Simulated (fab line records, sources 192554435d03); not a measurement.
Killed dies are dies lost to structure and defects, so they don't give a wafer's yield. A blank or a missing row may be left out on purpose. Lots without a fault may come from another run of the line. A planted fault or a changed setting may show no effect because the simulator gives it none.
Chamber matching | flow n5_finfet | N5_BEOL_M3_DESCUM_16 on rie_diel-02: 4 sister chambers
The step chemistry O2, time 7 s. 8 wafers are shown with their chamber, then 8 later ones without.

WAFERS WITH THEIR CHAMBER
wafer  | chamber | drypump_motor_current_A (A) | throttle_valve_pct (%)
L075.5 | 3       | 6.1                         | 20.97
L087.2 | 1       | 6.5                         | 20.31
L087.4 | 0       | 5.6                         | 20.48
L087.6 | 3       | 6.1                         | 20.49
L089.1 | 0       | 5.6                         | 20.47
L089.4 | 2       | 6.2                         | 20.37
L089.6 | 1       | 6.6                         | 20.32
L091.3 | 2       | 6.2                         | 20.39

WAFERS WITHOUT THEIR CHAMBER
wafer  | drypump_motor_current_A (A) | throttle_valve_pct (%)
L091.4 | 6.1                         | 20.49
L091.6 | 6.2                         | 20.40
L094.1 | 6.6                         | 20.32
L094.4 | 5.6                         | 20.50
L094.6 | 5.6                         | 20.49
L095.2 | 5.6                         | 20.50
L095.5 | 5.6                         | 20.50
L095.6 | 6.5                         | 20.33

WHICH CHAMBER EACH WENT THROUGH
wafer  | from the rows above     | in truth
L091.4 | can't be placed: 3 or 2 | 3
L091.6 | 2                       | 2
L094.1 | 1                       | 1
L094.4 | 0                       | 0
L094.6 | 0                       | 0
L095.2 | 0                       | 0
L095.5 | 0                       | 0
L095.6 | 1                       | 1
Placed correctly: 7 of 8. Can't be placed from these rows: 1 (the true chamber is among the candidates in 1). Placed wrongly: 0.
How it was worked out, from the rows above alone: a wafer's distance from a chamber is the root of the sum, over the readings, of the square of ((its reading less the chamber's mean) divided by the reading's scatter). The wafer belongs to the nearest chamber; if the next one is less than 2 further off, it can't be placed. A chamber's mean is the mean of its shown wafers. The scatter: the root of (the sum of the squares of (reading less its chamber's mean) over the shown wafers, divided by (wafers less chambers)).
